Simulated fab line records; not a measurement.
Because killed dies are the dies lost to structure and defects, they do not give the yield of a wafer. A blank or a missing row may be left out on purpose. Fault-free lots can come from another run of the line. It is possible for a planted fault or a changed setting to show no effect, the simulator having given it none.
Split-lot trial + flow n5-finfet + on a route of 1938 steps: 7 lots, 39 wafers read

## ON THE SPLIT
At N5_BEOL_M7_TRENCH_ETCH_37 (etches SiCOH lowk in C4F6/O2, target depth 93.478 nm, time 31.2 s), the setting target-depth-a was moved away from the recipe's 934.78 angstrom on 12 of the 39 wafers read, by -57.5% to +34.6%. The other wafers ran this setting at the recipe's value.

## FROM THE SPLIT TO THE READING: what the file shows between them, 11 steps
- N5_BEOL_M7_ETCH_41: etches SiCN in CH3F/O2, target depth 31.9 nm, time 57.8 s
- N5_BEOL_M7_STRIP_80: strips in N2/H2, time 10 s
- N5_BEOL_M7_OCD_MEAS_38
- N5_BEOL_M7_HM_STRIP_39: strips TiN in peroxide tin strip, target depth 25 nm, time 158 s
- N5_BEOL_M7_SRD_40: time 30 s
- N5_BEOL_M7_ECD_50: material Cu, target thk 300 nm
- N5_BEOL_M7_ANNEAL_51: time 90 s
- N5_BEOL_M7_CMP_52: polishes, stops on SiCOH lowk, t overpolish 6.9 s, target thk 80 nm
- N5_BEOL_M7_THK_MEAS_53: measures by xrf
- N5_BEOL_M7_PRE_CLEAN_55: time 15 s
- N5_BEOL_M7_DEP_56: deposits SiCN from 3MS/NH3, target thk 10 nm, time 17.5 s

## THE READING
Measured at N5_BEOL_M7_RS_MEAS_57 by four-point probe: M7_RS, in ohm/sq. On this fab line, fault-free wafers typically give 0.287 ohm/sq with a standard deviation of 0.0085 ohm/sq.

| wafer  | tool, chamber at the split | target-depth-a as run, angstrom | against the recipe | M7_RS, ohm/sq | against lot-mates on the recipe |
|--------|----------------------------|---------------------------------|--------------------|---------------|---------------------------------|
| L075.1 | rie-diel-04, 1             | 934.78                          | recipe             | 0.291         | -                               |
| L075.2 | rie-diel-04, 0             | 934.78                          | recipe             | 0.276         | -                               |
| L075.3 | rie-diel-04, 2             | 396.9                           | -57.5%             | 1.224         | +0.942                          |
| L075.4 | rie-diel-04, 3             | 934.78                          | recipe             | 0.278         | -                               |
| L075.5 | rie-diel-04, 3             | 396.9                           | -57.5%             | 1.270         | +0.988                          |
| L075.6 | rie-diel-04, 2             | 396.9                           | -57.5%             | 1.127         | +0.845                          |
| L084.1 | rie-diel-04, 0             | 934.78                          | recipe             | 0.278         | -                               |
| L084.2 | rie-diel-04, 1             | 934.78                          | recipe             | 0.279         | -                               |
| L084.3 | rie-diel-04, 2             | 934.78                          | recipe             | 0.273         | -                               |
| L084.4 | rie-diel-04, 3             | 934.78                          | recipe             | 0.276         | -                               |
| L084.5 | rie-diel-04, 0             | 934.78                          | recipe             | 0.277         | -                               |
| L084.6 | rie-diel-04, 3             | 934.78                          | recipe             | 0.283         | -                               |
| L086.1 | rie-diel-04, 2             | 934.78                          | recipe             | 0.278         | -                               |
| L086.2 | rie-diel-04, 0             | 934.78                          | recipe             | 0.279         | -                               |
| L086.3 | rie-diel-04, 1             | 934.78                          | recipe             | 0.292         | -                               |
| L086.4 | rie-diel-04, 3             | 934.78                          | recipe             | 0.283         | -                               |
| L086.5 | rie-diel-04, 0             | 934.78                          | recipe             | 0.283         | -                               |
| L086.6 | rie-diel-04, 1             | 934.78                          | recipe             | 0.295         | -                               |
| L091.1 | rie-diel-02, 3             | 934.78                          | recipe             | 0.297         | -                               |
| L091.2 | rie-diel-02, 0             | 934.78                          | recipe             | 0.303         | -                               |
| L091.4 | rie-diel-02, 2             | 934.78                          | recipe             | 0.287         | -                               |
| L090.1 | rie-diel-06, 2             | 934.78                          | recipe             | 0.298         | -                               |
| L090.2 | rie-diel-06, 3             | 934.78                          | recipe             | 0.279         | -                               |
| L090.3 | rie-diel-06, 0             | 1258                            | +34.6%             | 0.196         | -0.090                          |
| L090.4 | rie-diel-06, 0             | 1258                            | +34.6%             | 0.195         | -0.091                          |
| L090.5 | rie-diel-06, 3             | 934.78                          | recipe             | 0.281         | -                               |
| L090.6 | rie-diel-06, 2             | 1258                            | +34.6%             | 0.207         | -0.079                          |
| L094.1 | rie-diel-04, 1             | 934.78                          | recipe             | 0.293         | -                               |
| L094.2 | rie-diel-04, 0             | 934.78                          | recipe             | 0.272         | -                               |
| L094.3 | rie-diel-04, 2             | 934.78                          | recipe             | 0.276         | -                               |
| L094.4 | rie-diel-04, 1             | 626.8                           | -32.9%             | 0.522         | +0.242                          |
| L094.5 | rie-diel-04, 0             | 626.8                           | -32.9%             | 0.494         | +0.214                          |
| L094.6 | rie-diel-04, 2             | 626.8                           | -32.9%             | 0.487         | +0.207                          |
| L095.1 | rie-diel-04, 0             | 425.1                           | -54.5%             | 1.071         | +0.778                          |
| L095.2 | rie-diel-04, 3             | 425.1                           | -54.5%             | 1.046         | +0.753                          |
| L095.3 | rie-diel-04, 1             | 934.78                          | recipe             | 0.300         | -                               |
| L095.4 | rie-diel-04, 2             | 934.78                          | recipe             | 0.285         | -                               |
| L095.5 | rie-diel-04, 2             | 425.1                           | -54.5%             | 1.083         | +0.790                          |
| L095.6 | rie-diel-04, 1             | 934.78                          | recipe             | 0.295         | -                               |

FIT RESULTS
A straight line over all 39 wafers: M7_RS changes by -0.0118 ohm/sq for each +1% of target-depth-a; r = -0.92; the points scatter about the line by 0.13 ohm/sq.
The same after taking each lot's own level away (the mean of its wafers on the recipe; 39 wafers): -0.0118 ohm/sq for each +1%; r = -0.92; scatter 0.12 ohm/sq.
On that fit, the largest move of target-depth-a shifts the reading by 0.68 ohm/sq.
Across the lots, their own levels run from 0.2777 to 0.2957 ohm/sq, a range of 2.1 times the standard deviation given above.
Hence the lot-to-lot level has little effect on the slope; both slopes agree.
Check: +0.687 ohm/sq against its lot-mates is what the line predicts for one of the wafers moved furthest among these (-57.5%) when that wafer is left out of the fit. It came out at +0.942 ohm/sq against them.

## THE WHOLE CHAIN: every reading that the file lists as answering this split, in the file's order
| step                      | what it does                                                        | reading                                                                          | change (the file's fit)                | r (the file's) |
|---------------------------|---------------------------------------------------------------------|----------------------------------------------------------------------------------|----------------------------------------|----------------|
| N5_BEOL_M7_TRENCH_ETCH_37 | etches SiCOH lowk in C4F6/O2, target depth 93.478 nm, time 31.2 s   | BEOL_M7.feature-depth-nm (the simulator's own value, which no gauge read)        | +0.919 nm for each +1% of the setting  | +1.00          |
| N5_BEOL_M7_TRENCH_ETCH_37 | etches SiCOH lowk in C4F6/O2, target depth 93.478 nm, time 31.2 s   | etch.depth-nm (the simulator's own value, which no gauge read)                   | +0.919 nm for each +1% of the setting  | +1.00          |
| N5_BEOL_M7_TRENCH_ETCH_37 | etches SiCOH lowk in C4F6/O2, target depth 93.478 nm, time 31.2 s   | TiN_of_BEOL_M7_HM_DEP_02.thk-nm (the simulator's own value, which no gauge read) | -0.0275 nm for each +1% of the setting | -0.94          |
| N5_BEOL_M7_OCD_MEAS_38    |                                                                     | trench-depth-nm                                                                  | +0.914 nm for each +1% of the setting  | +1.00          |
| N5_BEOL_M7_CMP_52         | polishes, stops on SiCOH lowk, t overpolish 6.9 s, target thk 80 nm | Cu_of_BEOL_M7_ECD_50.thk-nm (the simulator's own value, which no gauge read)     | +0.928 nm for each +1% of the setting  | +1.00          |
| N5_BEOL_M7_THK_MEAS_53    | measures by xrf                                                     | M7_THK                                                                           | +0.926 for each +1% of the setting     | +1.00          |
| N5_BEOL_M7_RS_MEAS_57     | measures by four-point-probe                                        | M7_RS                                                                            | -0.0123 for each +1% of the setting    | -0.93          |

## FILE'S OWN FIT
M7_RS changes by -0.0123 ohm/sq for each +1% of target-depth-a, r = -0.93.
